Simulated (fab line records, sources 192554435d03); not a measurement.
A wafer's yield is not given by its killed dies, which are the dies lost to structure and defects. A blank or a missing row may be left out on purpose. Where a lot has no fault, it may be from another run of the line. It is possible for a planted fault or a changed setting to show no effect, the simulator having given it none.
Chamber matching :: flow n5-finfet :: rie-diel-03 running N5_BEOL_M13_ETCH_67: 4 sister chambers
The step etches SiARC in CF4, target depth 143 nm, time 238.3 s. 16 wafers are shown with their chamber, then 8 later ones without.

## WAFERS WITH THEIR CHAMBER
wafer: L079.3
chamber: 0
drypump-motor-current-A (A): 5.9
throttle-valve-pct (%): 15.77
showerhead-plenum-p-Torr (Torr): 2.13

wafer: L079.5
chamber: 1
drypump-motor-current-A (A): 6.1
throttle-valve-pct (%): 15.46
showerhead-plenum-p-Torr (Torr): 2.08

wafer: L079.6
chamber: 2
drypump-motor-current-A (A): 5.1
throttle-valve-pct (%): 15.72
showerhead-plenum-p-Torr (Torr): 2.06

wafer: L083.4
chamber: 2
drypump-motor-current-A (A): 5.0
throttle-valve-pct (%): 15.72
showerhead-plenum-p-Torr (Torr): 2.06

wafer: L083.5
chamber: 0
drypump-motor-current-A (A): 5.9
throttle-valve-pct (%): 15.77
showerhead-plenum-p-Torr (Torr): 2.13

wafer: L083.6
chamber: 3
drypump-motor-current-A (A): 5.4
throttle-valve-pct (%): 15.20
showerhead-plenum-p-Torr (Torr): 2.19

wafer: L084.3
chamber: 3
drypump-motor-current-A (A): 5.4
throttle-valve-pct (%): 15.19
showerhead-plenum-p-Torr (Torr): 2.19

wafer: L084.4
chamber: 0
drypump-motor-current-A (A): 5.9
throttle-valve-pct (%): 15.78
showerhead-plenum-p-Torr (Torr): 2.13

wafer: L084.5
chamber: 1
drypump-motor-current-A (A): 6.1
throttle-valve-pct (%): 15.47
showerhead-plenum-p-Torr (Torr): 2.08

wafer: L085.2
chamber: 0
drypump-motor-current-A (A): 5.9
throttle-valve-pct (%): 15.80
showerhead-plenum-p-Torr (Torr): 2.13

wafer: L085.3
chamber: 3
drypump-motor-current-A (A): 5.4
throttle-valve-pct (%): 15.21
showerhead-plenum-p-Torr (Torr): 2.19

wafer: L085.6
chamber: 0
drypump-motor-current-A (A): 5.9
throttle-valve-pct (%): 15.78
showerhead-plenum-p-Torr (Torr): 2.13

wafer: L087.2
chamber: 0
drypump-motor-current-A (A): 5.9
throttle-valve-pct (%): 15.79
showerhead-plenum-p-Torr (Torr): 2.12

wafer: L087.3
chamber: 2
drypump-motor-current-A (A): 5.1
throttle-valve-pct (%): 15.75
showerhead-plenum-p-Torr (Torr): 2.05

wafer: L087.6
chamber: 0
drypump-motor-current-A (A): 5.9
throttle-valve-pct (%): 15.78
showerhead-plenum-p-Torr (Torr): 2.13

wafer: L093.1
chamber: 0
drypump-motor-current-A (A): 5.9
throttle-valve-pct (%): 15.80
showerhead-plenum-p-Torr (Torr): 2.12

SIGNATURES, as means of the wafers listed above
reading: drypump-motor-current-A
chamber 0: 5.900
chamber 1: 6.100
chamber 2: 5.067
chamber 3: 5.400
scatter within a chamber: 0.0236

reading: throttle-valve-pct
chamber 0: 15.7837
chamber 1: 15.4650
chamber 2: 15.7300
chamber 3: 15.2000
scatter within a chamber: 0.0124

reading: showerhead-plenum-p-Torr
chamber 0: 2.1275
chamber 1: 2.0800
chamber 2: 2.0567
chamber 3: 2.1900
scatter within a chamber: 0.00425
Rule: for each reading, subtract the chamber's mean from the wafer's reading, divide by that reading's scatter and square the result; add these up over the readings and take the root, which gives the wafer's distance from the chamber. If the next closest chamber is less than 2 further off than the closest, the wafer can't be placed; otherwise it belongs to the closest. The scatter is the square root of a quotient: the sum, over the shown wafers, of each reading's squared deviation from its chamber's mean, divided by wafers minus chambers.

## WAFERS WITHOUT THEIR CHAMBER
wafer: L093.5
drypump-motor-current-A (A): 5.1
throttle-valve-pct (%): 15.79
showerhead-plenum-p-Torr (Torr): 2.05

wafer: L093.6
drypump-motor-current-A (A): 6.1
throttle-valve-pct (%): 15.50
showerhead-plenum-p-Torr (Torr): 2.08

wafer: L094.2
drypump-motor-current-A (A): 5.9
throttle-valve-pct (%): 15.81
showerhead-plenum-p-Torr (Torr): 2.12

wafer: L094.3
drypump-motor-current-A (A): 5.1
throttle-valve-pct (%): 15.78
showerhead-plenum-p-Torr (Torr): 2.05

wafer: L094.5
drypump-motor-current-A (A): 5.1
throttle-valve-pct (%): 15.77
showerhead-plenum-p-Torr (Torr): 2.05

wafer: L095.1
drypump-motor-current-A (A): 6.1
throttle-valve-pct (%): 15.54
showerhead-plenum-p-Torr (Torr): 2.07

wafer: L095.2
drypump-motor-current-A (A): 5.9
throttle-valve-pct (%): 15.83
showerhead-plenum-p-Torr (Torr): 2.12

wafer: L095.4
drypump-motor-current-A (A): 5.4
throttle-valve-pct (%): 15.23
showerhead-plenum-p-Torr (Torr): 2.18

## WHICH CHAMBER EACH ONE RAN IN
wafer: L093.5
from the rows above: 2
in truth: 2

wafer: L093.6
from the rows above: 1
in truth: 1

wafer: L094.2
from the rows above: 0
in truth: 0

wafer: L094.3
from the rows above: 2
in truth: 2

wafer: L094.5
from the rows above: 2
in truth: 2

wafer: L095.1
from the rows above: 1
in truth: 1

wafer: L095.2
from the rows above: 0
in truth: 0

wafer: L095.4
from the rows above: 3
in truth: 3
Correct placement for 8 of the 8. Not placeable from these rows: 0. Number placed wrongly: 0.
